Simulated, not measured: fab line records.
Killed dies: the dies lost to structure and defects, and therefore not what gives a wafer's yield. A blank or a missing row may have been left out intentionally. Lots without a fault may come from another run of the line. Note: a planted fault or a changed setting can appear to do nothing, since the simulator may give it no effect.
fab line records	flow nandHarc
[record] lots = 5	wafers = 15	lastDay = 31
route steps=1302 shown A_BLC@1133 A_M0@1137 END@1302
lots untouched by any fault: they come from a run of this same line in which no faults occurred
startH: the number of hours between the record's first day and the start of the first shown wafer of the lot	waitH: hours elapsed since this lot's preceding step	" same as the row above	L1.1+2: one row covering several wafers at once	- no value present, or no start provided	* or withheld: withheld	< > ~ a bound
route shown NAME@n: a module of which the file shows steps, and the number in the route of the first	usual: mean and standard deviation over wafers with no fault	same: alike in all rows	chamber/n: place in a boat	sites: each site's reading	_std_site: how widely they spread, as a standard deviation	_edge_site: inner sites' mean taken away from outer sites' mean	radiusMm: how far each site lies from the wafer's centre	mask NAME#n: copy n	behind: the last tool/chamber to shape the wafer	hold: what put the lot on hold/how long, in hours/how the hold closed	device: the n, p or np transistor that did not switch	end of line: the same wafers' tests at the end of the route	for a step that has no rows: nothing shown but its recipe	killed: not the wafer's yield, but the dies lost to structure and defects at the first sort	map: the dies of a wafer, with x for killed, . for not killed, _ for no die there
set.NAME: the setting the step ran with; set.NAME@STEP: the setting that earlier step ran with	model.NAME: the simulator's own value behind a step, which no gauge read
lots at selected steps of the route; one table per step, one row per wafer
services: the hour from which a tool's chamber was out of use, counted from the record's first day as startH (under 0 if before that day), plus the number of hours and why
[[steps]]
[step NHARC_A_BLC_CMP_25]
[recipe] tOverpolishS = 30	targetThkNm = 150
[usual] edgeZonePressureFrac = 1.000/0.0047	motorCurrentA = 12.2/0.92	overpolishRunS = 30.000/0.0088	slurryFlowMlMin = 149.9/0.53	timeToEndpointS = 29/3.2
lot.wafer	tool	chamber	startH	waitH	edgeZonePressureFrac	motorCurrentA	overpolishRunS	slurryFlowMlMin	timeToEndpointS
L309.2	cmp-04	1	531.83	0.4	0.992	13.2	29.987	150.0	28
L309.3	"	2	"	"	0.997	13.9	30.013	149.5	31
L309.4	"	3	"	"	0.996	12.5	29.994	150.8	25
L312.3	cmp-01	0	591.45	0.3	0.995	11.6	29.998	149.9	30
L312.2	"	1	"	"	0.999	12.4	30.005	149.3	27
L312.1	"	2	"	"	1.004	12.9	29.995	150.3	28
L318.4	cmp-04	0	616.87	0.3	1.004	12.2	30.009	149.1	31
L318.3	"	2	"	"	0.996	14.0	29.997	150.0	31
L318.5	"	1	"	"	1.003	13.6	29.992	150.4	30
L327.3	cmp-03	0	690.36	0.4	1.005	11.7	30.012	149.6	31
L327.4	"	1	"	"	0.996	11.4	29.994	149.7	23
L327.6	"	2	"	"	1.003	12.3	29.988	149.2	31
L329.1	cmp-03	3	707.54	0.5	0.992	11.9	29.990	149.7	27
L329.2	"	0	"	"	0.993	11.1	30.008	149.9	32
L329.5	"	2	"	"	1.005	12.0	30.008	149.6	29
[step NHARC_A_BLC_SRD_27]
[step NHARC_A_BLC_INSPECT_28]
[usual] rawDefectCount = 497/100
lot.wafer	tool	chamber	startH	waitH	rawDefectCount
L309.2	defectInspect-02	-	532.24	0.1	489
L309.3	"	-	"	"	504
L309.4	"	-	"	"	600
L312.1	defectInspect-02	-	591.85	0.1	519
L312.2	"	-	"	"	417
L312.3	"	-	"	"	676
L318.3	defectInspect-01	-	617.27	0.1	562
L318.4	"	-	"	"	454
L318.5	"	-	"	"	423
L327.3	defectInspect-02	-	690.71	0.1	528
L327.4	"	-	"	"	443
L327.6	"	-	"	"	427
L329.1	defectInspect-02	-	707.89	0.1	638
L329.2	"	-	"	"	445
L329.5	"	-	"	"	608
[step NHARC_A_M0_DEP_00]
[recipe] targetThkA = 1500	targetThkNm = 150	tempC = withheld	pressureTorr = 5	flowSccm = 200	rfW = 600	material = SiOC
[step NHARC_A_M0_DEHYDRATE_01]
[recipe] tempC = 150	timeS = 120
[step NHARC_A_M0_HMDS_02]
[recipe] timeS = 30
[step NHARC_A_M0_COAT_33]
[recipe] tempC = 200	timeS = 65
[step NHARC_A_M0_COAT_03]
[recipe] spinRpm = 1500	resistThkNm = 90
[step NHARC_A_M0_SOFTBAKE_04]
[recipe] tempC = 105	timeS = 55
[step NHARC_A_M0_EBR_05]
[step NHARC_A_M0_EXPOSE_06]
[recipe] na = 1.35	targetCdNm = 80	doseMj = 83.25	maskId = A_M0
[step NHARC_A_M0_PEB_07]
[recipe] pebTempC = 100	pebTimeS = 65
lot.wafer	tool	chamber	startH	waitH
L309.2+3+4	lithoTrack-01	0	532.96	0.1
L312.1+2+3	lithoTrack-06	0	592.55	0.1
L318.3+4+5	lithoTrack-04	0	617.97	0.0
L327.3+4+6	lithoTrack-06	0	691.53	0.0
L329.1+2+5	lithoTrack-01	0	708.71	0.1
[step NHARC_A_M0_DEVELOP_08]
[recipe] developTimeS = 35	devTempC = 23
[step NHARC_A_M0_CD_MEAS_09]
[recipe] targetCdNm = 80	landingEnergyEv = 500
[usual] cdNm = 79.8/0.99
lot.wafer	tool	chamber	startH	waitH	cdNm
L309.2	cdSem-02	0	533.04	-	78.2
L309.3	"	0	"	"	78.9
L309.4	"	0	"	"	78.3
L312.1	cdSem-01	0	592.63	-	79.2
L312.2	"	0	"	"	80.7
L312.3	"	0	"	"	80.5
L318.3	cdSem-02	0	618.05	-	77.7
L318.4	"	0	"	"	79.7
L318.5	"	0	"	"	77.6
L327.3	cdSem-02	0	691.61	-	79.7
L327.4	"	0	"	"	80.3
L327.6	"	0	"	"	78.6
L329.1	cdSem-02	0	708.79	-	80.1
L329.2	"	0	"	"	79.8
L329.5	"	0	"	"	82.9
[step NHARC_A_M0_OVL_MEAS_10]
[recipe] pitchNm = 160
[usual] overlayXNm = 0.0/0.74	overlayYNm = -0.1/0.91
lot.wafer	tool	chamber	startH	waitH	overlayXNm	overlayYNm
L309.2	overlay-02	-	533.13	-	0.1	0.4
L309.3	"	-	"	"	-0.3	0.4
L309.4	"	-	"	"	-0.2	0.4
L312.1	overlay-02	-	592.72	-	0.1	1.6
L312.2	"	-	"	"	0.8	0.9
L312.3	"	-	"	"	0.4	1.0
L318.3	overlay-01	-	618.14	-	0.1	-0.2
L318.4	"	-	"	"	-0.2	0.1
L318.5	"	-	"	"	-0.3	-0.5
L327.3	overlay-02	-	691.69	-	0.5	-1.3
L327.4	"	-	"	"	0.5	-1.3
L327.6	"	-	"	"	0.5	-2.1
L329.1	overlay-02	-	708.88	-	-0.2	-0.2
L329.2	"	-	"	"	-0.4	-0.4
L329.5	"	-	"	"	-0.6	-0.8
[step NHARC_A_M0_INSPECT_11]
[usual] rawDefectCount = 82/42
lot.wafer	tool	chamber	startH	waitH	rawDefectCount
L309.2	defectInspect-02	-	533.16	0.0	15
L309.3	"	-	"	"	21
L309.4	"	-	"	"	31
L312.1	defectInspect-02	-	592.76	0.0	32
L312.2	"	-	"	"	35
L312.3	"	-	"	"	18
L318.3	defectInspect-02	-	618.17	0.0	83
L318.4	"	-	"	"	85
L318.5	"	-	"	"	98
L327.3	defectInspect-02	-	691.73	0.0	84
L327.4	"	-	"	"	73
L327.6	"	-	"	"	92
L329.1	defectInspect-02	-	708.92	0.0	160
L329.2	"	-	"	"	176
L329.5	"	-	"	"	147
[step NHARC_A_M0_DESCUM_14]
[recipe] timeS = 3	o2FlowSccm = 200	arFlowSccm = 0	biasPowerW = 0	chemistry = O2
[usual] drypumpMotorCurrentA = 5.5/0.46	oesProductAu = 0.998/0.011	rfVppV = 57.6/0.9	showerheadPlenumPTorr = 1.88/0.088	throttleValvePct = 11.310/0.0089
lot.wafer	tool	chamber	startH	waitH	drypumpMotorCurrentA	oesProductAu	rfHoursCounterH	rfVppV	showerheadPlenumPTorr	throttleValvePct	model.A_M0.cdNm
L309.2	rieDiel-02	0	533.23	0.1	5.3	0.994	9.0	59.3	2.00	11.321	77.47
L309.3	"	3	"	"	5.3	1.022	8.7	58.8	1.99	11.307	78.51
L309.4	"	0	"	"	5.3	1.005	-	57.8	2.00	11.303	77.91
L312.3	rieDiel-09	2	592.82	0.1	6.2	1.001	3.1	57.2	1.78	11.307	81.64
L312.2	"	3	"	"	5.6	1.012	4.0	57.7	1.97	11.298	79.77
L312.1	"	1	"	"	5.8	1.013	3.9	56.5	1.98	11.301	79.02
L318.3	rieDiel-08	1	618.23	0.1	4.9	0.984	5.2	57.6	1.82	11.314	77.06
L318.5	"	1	"	"	4.9	0.986	-	57.8	1.82	11.309	77.08
L318.4	"	0	"	"	5.9	0.999	-	57.7	1.81	11.304	80.21
L327.4	rieDiel-02	1	691.79	0.1	5.7	0.993	10.0	56.8	1.93	11.316	81.33
L327.3	"	0	"	"	5.2	1.008	10.1	57.3	1.99	11.321	79.35
L327.6	"	1	"	"	5.7	0.994	-	58.5	1.93	11.307	79.28
L329.2	rieDiel-08	2	708.99	0.1	5.4	1.010	8.6	56.8	1.78	11.299	79.64
L329.1	"	0	"	"	5.9	1.004	9.1	56.2	1.80	11.308	79.57
L329.5	"	1	"	"	4.9	0.988	-	57.6	1.82	11.310	81.01
[step NHARC_A_M0_ETCH_34]
[recipe] targetDepthA = 400	overetchA = 120	timeS = 43.94	ionEnergyEv = 200	n2FlowSccm = 150	h2FlowSccm = 150	arFlowSccm = 0	rfW = 400	biasW = 150	chemistry = N2/H2
[usual] drypumpMotorCurrentA = 5.5/0.46	h2FlowSccm = 150.0/0.42	oesProductAu = 1.000/0.012	rfVppV = 429.5/2.9	showerheadPlenumPTorr = 2.00/0.096	throttleValvePct = 14.172/0.009
lot.wafer	tool	chamber	startH	waitH	drypumpMotorCurrentA	h2FlowSccm	oesProductAu	rfHoursCounterH	rfVppV	showerheadPlenumPTorr	throttleValvePct
L309.2	rieDiel-02	2	533.33	0.1	4.9	150.0	1.013	9.2	433.8	2.12	14.180
L309.3	"	3	"	"	5.3	149.9	1.023	8.7	435.0	2.12	14.189
L309.4	"	2	"	"	4.9	149.9	1.015	-	432.6	2.12	14.164
L312.3	rieDiel-09	3	592.90	0.1	5.6	150.4	1.015	4.0	433.4	2.10	14.183
L312.1	"	1	"	"	5.8	149.9	1.014	3.9	433.2	2.12	14.169
L312.2	"	2	"	"	6.3	149.5	0.998	3.1	426.8	1.89	14.158
L318.3	rieDiel-08	0	618.34	0.1	5.9	150.0	1.003	4.8	427.8	1.92	14.157
L318.5	"	0	"	"	5.9	150.2	0.997	-	426.4	1.92	14.175
L318.4	"	3	"	"	6.1	149.7	0.984	-	431.8	2.06	14.187
L327.3	rieDiel-02	2	691.87	0.1	4.9	150.7	1.003	9.8	432.0	2.12	14.170
L327.4	"	0	"	"	5.3	150.4	1.007	10.1	433.3	2.13	14.162
L327.6	"	2	"	"	4.9	149.9	0.994	-	433.2	2.12	14.180
L329.1	rieDiel-08	1	709.06	0.1	4.9	149.8	0.977	9.5	428.6	1.94	14.174
L329.2	"	0	"	"	5.9	149.6	0.990	9.1	427.5	1.92	14.168
L329.5	"	1	"	"	4.9	149.5	0.993	-	428.2	1.94	14.167
[step NHARC_A_M0_ETCH_15]
[recipe] targetDepthA = 1500	overetchA = 150	timeS = 82.5	c4f8FlowSccm = withheld	arFlowSccm = 400	rfW = 600	biasW = 300	chemistry = C4F8/Ar
[usual] oesProductAu = 0.947/0.024	rfVppV = 439.5/2.8
lot.wafer	tool	chamber	startH	waitH	oesProductAu	rfHoursCounterH	rfVppV	model.A_M0.cdNm
L309.2	rieDiel-02	0	-	-	0.925	9.0	444.3	77.44
L309.3	"	3	"	"	0.933	8.7	442.7	78.62
L309.4	"	2	"	"	0.931	-	442.7	77.93
L312.3	rieDiel-09	0	-	-	0.956	4.0	436.9	81.72
L312.2	"	2	"	"	0.946	3.1	436.8	80.13
L312.1	"	3	"	"	0.986	4.1	443.4	78.67
L318.3	rieDiel-08	3	-	-	0.948	5.2	440.8	77.01
L318.5	"	3	"	"	0.939	-	442.6	76.93
L318.4	"	1	"	"	0.949	-	437.0	79.7
L327.4	rieDiel-02	3	-	-	0.931	9.9	442.2	80.56
L327.3	"	2	"	"	0.914	9.8	443.5	79.83
L327.6	"	0	"	"	0.931	-	442.0	79.53
L329.1	rieDiel-08	1	-	-	0.917	9.5	438.1	79.49
L329.2	"	3	"	"	0.920	9.6	440.9	79.78
L329.5	"	1	"	"	0.907	-	438.4	81.08
[step NHARC_A_M0_CD_MEAS_16]
[usual] cdNm = 79.8/1.2
lot.wafer	tool	chamber	startH	waitH	cdNm
L309.2	cdSem-03	-	533.57	-	77.2
L309.3	"	-	"	"	78.5
L309.4	"	-	"	"	77.8
L312.1	cdSem-03	-	593.12	-	78.6
L312.2	"	-	"	"	80.1
L312.3	"	-	"	"	81.9
L318.3	cdSem-02	-	618.58	-	76.8
L318.4	"	-	"	"	79.8
L318.5	"	-	"	"	76.9
L327.3	cdSem-02	-	692.09	-	79.7
L327.4	"	-	"	"	80.7
L327.6	"	-	"	"	79.3
L329.1	cdSem-02	-	709.28	-	78.9
L329.2	"	-	"	"	79.9
L329.5	"	-	"	"	81.2
[step NHARC_END_SORT_01]
[recipe] tempC = 25
[usual] defectLimitedYield = 91/3.1	killedAtArray = 54/21	killedAtOther = 0.9/1.1	killedAtPeriphery = 3.5/2.5	killedDies = 58/21	killedOpen = 3.3/1.9	killedShort = 2.6/1.8	sort_bin_2_pct = 3.0/1.4	sort_bin_3_pct = 0.6/0.41	sort_bin_4_pct = 4.9/1.7	sortNPass = 619/21	sortRimYieldPct = 92/4	sortYieldPct = 91/3.1
[same] grossDies = 677	sort_bin_5_pct[%] = 0	sort_bin_6_pct[%] = 0	sort_bin_7_pct[%] = 0	sort_bin_8_pct[%] = 0	sortRimNGross = 106.00
lot.wafer	tool	chamber	startH	waitH	defectLimitedYield[%]	killedAtArray	killedAtOther	killedAtPeriphery	killedDies	killedOpen	killedShort	sort_bin_2_pct[%]	sort_bin_3_pct[%]	sort_bin_4_pct[%]	sortNPass	sortRimYieldPct[%]	sortYieldPct[%]
L312.1	prober-01	0	631.31	2.5	95	31	0	6	37	3	5	1.6	0.3	3.5	640	93	95
L312.2	prober-01	0	632.11	2.8	94	37	0	6	43	7	1	1.8	0.1	4.4	634	95	94
L312.3	prober-01	0	632.92	3.1	96	20	1	3	24	4	5	1.0	0.1	2.4	653	99	96
L318.3	prober-02	0	661.53	3.1	90	64	0	2	66	6	0	2.5	0.7	6.5	611	90	90
L318.4	prober-02	0	662.32	3.4	90	63	0	3	66	2	4	3.7	1.0	5.0	611	96	90
L318.5	prober-02	0	663.12	3.7	90	64	0	2	66	3	0	3.5	0.6	5.6	611	92	90
L327.3	prober-02	0	733.76	3.1	88	69	5	5	79	6	4	4.4	1.0	6.2	598	84	88
L327.4	prober-02	0	734.56	3.4	92	49	1	3	53	2	8	2.2	0.3	5.3	624	87	92
L327.6	prober-02	0	736.15	4.0	91	60	0	1	61	5	2	3.0	0.7	5.3	616	92	91
L329.1	prober-02	0	747.94	2.5	90	68	0	2	70	2	0	5.0	1.2	4.1	607	89	90
L329.2	prober-02	0	748.74	2.8	87	90	0	1	91	5	2	4.9	1.0	7.5	586	91	87
L329.5	prober-02	0	751.13	3.7	87	80	1	4	85	11	2	4.9	0.6	7.1	592	85	87
// killed by level:class
L312.1 A_CHANNEL_HOLE_D2:chamberFilmFlake=7 A_CHANNEL_HOLE_D1:chamberFilmFlake=4 A_CONTACT:chamberFilmFlake=4 A_M0:geometricParticle:open=3 P_ZERO_WELL:chamberFilmFlake=2 P_GATE:chamberFilmFlake=2 A_DECK1_JOINT:chamberFilmFlake=2 A_CHANNEL_FILL_D2:chamberFilmFlake=2
L312.2 A_CHANNEL_HOLE_D2:chamberFilmFlake=10 A_WL_FILL:chamberFilmFlake=5 A_CHANNEL_HOLE_D1:chamberFilmFlake=4 A_CONTACT:chamberFilmFlake=4 A_ONON_D2:geometricParticle:open=3 P_STI:chamberFilmFlake=2 A_STAIRCASE:chamberFilmFlake=2 P_M2:chamberFilmFlake=2
L312.3 A_CHANNEL_HOLE_D2:chamberFilmFlake=9 A_CONTACT:chamberFilmFlake=4 A_ONON_D2:geometricParticle:open=2 A_ONON_D2:geometricParticle:short=2 P_M0:geometricParticle:open=1 P_M0:geometricParticle:short=1 A_WL_FILL:geometricParticle:short=1 A_BLC:geometricParticle:short=1
L318.3 A_CHANNEL_HOLE_D1:chamberFilmFlake=35 A_CHANNEL_HOLE_D2:chamberFilmFlake=15 A_CONTACT:chamberFilmFlake=4 A_DECK1_JOINT:geometricParticle:open=2 A_STAIRCASE:chamberFilmFlake=2 A_CHANNEL_HOLE_D1:geometricParticle:open=1 A_ONON_D2:geometricParticle:open=1 A_CHANNEL_FILL_D2:geometricParticle:open=1
L318.4 A_CHANNEL_HOLE_D1:chamberFilmFlake=35 A_CHANNEL_HOLE_D2:chamberFilmFlake=17 A_STAIRCASE:chamberFilmFlake=3 A_BLC:geometricParticle:open=2 A_CONTACT:chamberFilmFlake=2 A_BLC:chamberFilmFlake=2 P_M0:geometricParticle:short=1 P_M2:geometricParticle:short=1
L318.5 A_CHANNEL_HOLE_D1:chamberFilmFlake=31 A_CHANNEL_HOLE_D2:chamberFilmFlake=20 A_WL_FILL:chamberFilmFlake=4 A_BLC:chamberFilmFlake=2 A_DECK1_JOINT:geometricParticle:open=1 A_SLIT:geometricParticle:open=1 A_BONDPAD:geometricParticle:open=1 P_ZERO_WELL:chamberFilmFlake=1
L327.3 A_SLIT:chamberFilmFlake=34 A_CHANNEL_HOLE_D1:chamberFilmFlake=9 A_CONTACT:chamberFilmFlake=9 P_BONDPAD:chamberFilmFlake=5 A_STAIRCASE:chamberFilmFlake=4 A_DECK1_JOINT:chamberFilmFlake=3 THIN_TSV:chamberFilmFlake=3 A_ONON_D2:geometricParticle:short=2
L327.4 A_SLIT:chamberFilmFlake=17 A_CONTACT:chamberFilmFlake=11 A_CHANNEL_HOLE_D1:chamberFilmFlake=8 A_WL_FILL:geometricParticle:short=3 A_CHANNEL_FILL_D2:geometricParticle:short=2 P_BONDPAD:chamberFilmFlake=2 A_SGD_CUT:chamberFilmFlake=2 P_M2:geometricParticle:short=1
L327.6 A_SLIT:chamberFilmFlake=33 A_CONTACT:chamberFilmFlake=10 A_CHANNEL_HOLE_D1:chamberFilmFlake=7 P_BONDPAD:chamberFilmFlake=1 A_SOURCE_PLATE:geometricParticle:open=1 A_CHANNEL_HOLE_D1:geometricParticle:open=1 A_CHANNEL_HOLE_D1:geometricParticle:short=1 A_CHANNEL_FILL_D1:geometricParticle:short=1
L329.1 A_CHANNEL_HOLE_D1:chamberFilmFlake=35 A_SLIT:chamberFilmFlake=18 A_CHANNEL_HOLE_D2:chamberFilmFlake=7 A_CONTACT:chamberFilmFlake=3 A_CHANNEL_FILL_D1:chamberFilmFlake=2 A_DECK1_JOINT:chamberFilmFlake=2 P_M0:geometricParticle:open=1 A_ONON_D1:geometricParticle:open=1
L329.2 A_CHANNEL_HOLE_D1:chamberFilmFlake=39 A_SLIT:chamberFilmFlake=22 A_CHANNEL_HOLE_D2:chamberFilmFlake=19 A_WL_FILL:chamberFilmFlake=3 P_M2:geometricParticle:open=1 A_ONON_D1:geometricParticle:short=1 A_CHANNEL_FILL_D1:geometricParticle:short=1 A_CHANNEL_FILL_D2:geometricParticle:open=1
L329.5 A_CHANNEL_HOLE_D1:chamberFilmFlake=29 A_SLIT:chamberFilmFlake=18 A_CHANNEL_HOLE_D2:chamberFilmFlake=16 A_M0:geometricParticle:open=5 A_CONTACT:chamberFilmFlake=3 P_CONTACT:geometricParticle:open=2 A_DECK1_JOINT:chamberFilmFlake=2 A_WL_FILL:chamberFilmFlake=2
[[services]]
tool	chamber	startH	hours	kind
rieDiel-02	1	526.08	8.1	repair
lithoTrack-06	-	529.00	7.0	pm
rieDiel-08	-	544.80	9.0	pm
cmp-03	-	554.20	4.0	pm
rieDiel-02	2	562.91	7.4	repair
cmp-03	-	563.34	1.5	repair
rieDiel-08	1	567.26	8.4	repair
rieDiel-02	-	570.70	9.0	pm
rieDiel-09	2	574.61	14.1	repair
cmp-03	-	579.84	1.3	repair
cmp-04	-	594.84	2.8	repair
cmp-04	-	601.11	4.0	pm
cmp-03	-	602.79	0.6	repair
rieDiel-08	2	612.46	20.7	repair
rieDiel-09	2	616.52	14.2	repair
cmp-03	-	620.52	0.4	repair
cmp-04	-	636.78	1.1	repair
cmp-04	-	639.71	2.0	repair
cmp-04	-	647.67	0.6	repair
rieDiel-09	1	650.24	4.6	repair
cmp-03	-	651.81	11.7	repair
rieDiel-09	3	662.59	11.6	repair
rieDiel-09	-	674.16	9.0	pm
lithoTrack-01	-	680.00	7.0	pm
[[key]]
[firstSign] step = NHARC_A_M0_CD_MEAS_09	reading = cdNm	direction = up	sigmas = 3.1	usual = 79.8	struck = 82.9
effect none on later readings
[modelEffect] step = NHARC_A_M0_DESCUM_14	value = A_M0.cdNm	without = 79.01	struck = 81.01
[modelEffect] step = NHARC_A_M0_ETCH_15	value = A_M0.cdNm	without = 79.08	struck = 81.08
metAt NHARC_A_M0_PEB_07
struckWafers L329.5
onsetBetween 532.96 708.71
[fault] kind = processParameterDrift	tool = lithoTrack-01	chamber = -	onsetH = 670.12	steps = NHARC_A_M0_PEB_07	channel = pebTimeS	offset = *	shape = step	endH = 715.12	scope = struckWafersOnly	actsIn = *	stated = *
